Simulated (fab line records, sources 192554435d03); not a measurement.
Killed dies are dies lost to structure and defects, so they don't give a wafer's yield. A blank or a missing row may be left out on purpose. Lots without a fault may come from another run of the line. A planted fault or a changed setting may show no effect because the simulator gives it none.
One fault seen from 2 desks | flow n5_finfet | each desk has only its own numbers; what lay behind them comes last

THE METROLOGY DESK
What the gauges read, lot by lot, whatever tool the lot ran on: means of the sampled wafers that have a number. A lot is out of limits, marked OUT, if its mean lies more than 4 standard deviations from the usual mean; the brackets give that distance.
Columns: A = NDIPOLE_OVL at N5_HKMG_FIN_OVL_MEAS_50, usual -0.4 nm; B = cd_nm at N5_HKMG_FIN_CD_MEAS_12, usual 92.7 nm
lot  | first seen here | A    | B
L694 | day 4 01:16     | -0.9 | 92.4
L695 | day 4 10:42     | -0.1 | 92.3
L697 | day 4 20:29     | -0.8 | 92.2
L698 | day 5 00:26     | -0.3 | 92.0
L699 | day 5 10:18     | -0.3 | 93.2
L701 | day 5 20:57     | -0.7 | 92.8
L702 | day 5 22:16     | -1.3 | 103.2 (+18) OUT
L704 | day 6 10:55     | 0.6  | 100.1 (+13) OUT
L715 | day 9 07:31     | -0.6 | 92.9
L716 | day 9 10:55     | -1.7 | 92.7
L717 | day 9 18:29     | -0.6 | 92.5
This desk's finding: out of limits on L702, L704; first on L702, day 6 01:29 (cd_nm at N5_HKMG_FIN_CD_MEAS_12). In limits: L694, L695, L697, L698, L699, L701, L715, L716, L717.

THE TOOL OWNER'S DESK: arfi_scanner-03
The tool's own readings at N5_HKMG_FIN_EXPOSE_09 (exposes mask NWFM): means of the sampled wafers that have a number, for each lot that ran on this tool. A lot is out of limits, marked OUT, if its mean lies more than 4 standard deviations from the usual mean; the brackets give that distance.
Columns: A = exposure_dose_mJ_cm2 at N5_HKMG_FIN_EXPOSE_09, usual 39.30; B = stage_vel_mm_s at N5_HKMG_FIN_EXPOSE_09, usual 499.96 mm/s
lot  | first seen here | A               | B
L695 | day 4 13:55     | 39.37           | 500.11
L697 | day 4 23:47     | 39.38           | 500.04
L701 | day 6 00:04     | 39.35           | 500.16
L702 | day 6 01:22     | 45.89 (+81) OUT | 499.53
L704 | day 6 14:08     | 44.57 (+65) OUT | 500.01
This desk's finding: out of limits on L702, L704; first on L702, day 6 01:22 (exposure_dose_mJ_cm2 at N5_HKMG_FIN_EXPOSE_09). In limits: L695, L697, L701.

PUT TOGETHER
The tool owner's desk could have raised an alarm at day 6 01:22, on L702, L704.
The metrology desk could have raised an alarm at day 6 01:29, on L702, L704.
Of the lots named, all ran N5_HKMG_FIN_EXPOSE_09 on arfi_scanner-03.

WHAT THE SIMULATOR HAD PUT IN
Process parameter drift: arfi_scanner-03, from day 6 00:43 on, at N5_HKMG_FIN_EXPOSE_09. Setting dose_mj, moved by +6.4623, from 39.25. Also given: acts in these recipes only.
Lots struck among those shown: L702, L704.
Hours from the fault's start to each desk's first reading out of limits: the tool owner's desk, 1; the metrology desk, 1.
